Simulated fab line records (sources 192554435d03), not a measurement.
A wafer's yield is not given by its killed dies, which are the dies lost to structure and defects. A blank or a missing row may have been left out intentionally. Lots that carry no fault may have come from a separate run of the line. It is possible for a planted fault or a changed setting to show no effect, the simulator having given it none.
Chamber matching -- flow n5Finfet -- rieSi-04 running N5_FIN_SAQP_MANDREL2_REMOVE_60: 4 sister chambers
The step chemistry HBr/Cl2/O2, target a-Si, stops on SiNx, bt time 10 s. 4 wafers are shown with their chamber, then 6 later ones without.

== EACH WAFER AND ITS CHAMBER ==
wafer,chamber,throttleValvePct (%)
L761.2,0,37.0
L763.6,2,36.5
L764.2,1,37.2
L764.5,3,36.8

== WAFERS WITH NO CHAMBER GIVEN ==
wafer,throttleValvePct (%)
L764.6,37.0
L775.1,36.8
L775.4,36.9
L778.2,37.0
L778.4,37.0
L778.6,36.5

== WHICH CHAMBER EACH WENT THROUGH ==
wafer,from the rows above,in truth
L764.6,0,0
L775.1,3,3
L775.4,can't be placed: 0 or 3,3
L778.2,0,0
L778.4,0,0
L778.6,2,2
Correctly placed: 5 of 6. Cannot be placed on the basis of these rows: 1; the candidates contain the true chamber in 1. Wrongly placed: 0.
How it was worked out, from the rows above alone: a wafer's distance from a chamber is the root of the sum, over the readings, of the square of ((its reading less the chamber's mean) divided by the reading's scatter). If the next closest chamber is less than 2 further off than the closest, the wafer can't be placed; otherwise it belongs to the closest. A chamber's mean is the mean of its shown wafers. The scatter: root of mean squared gap, hidden wafer to nearest shown wafer, with one shown wafer a chamber.
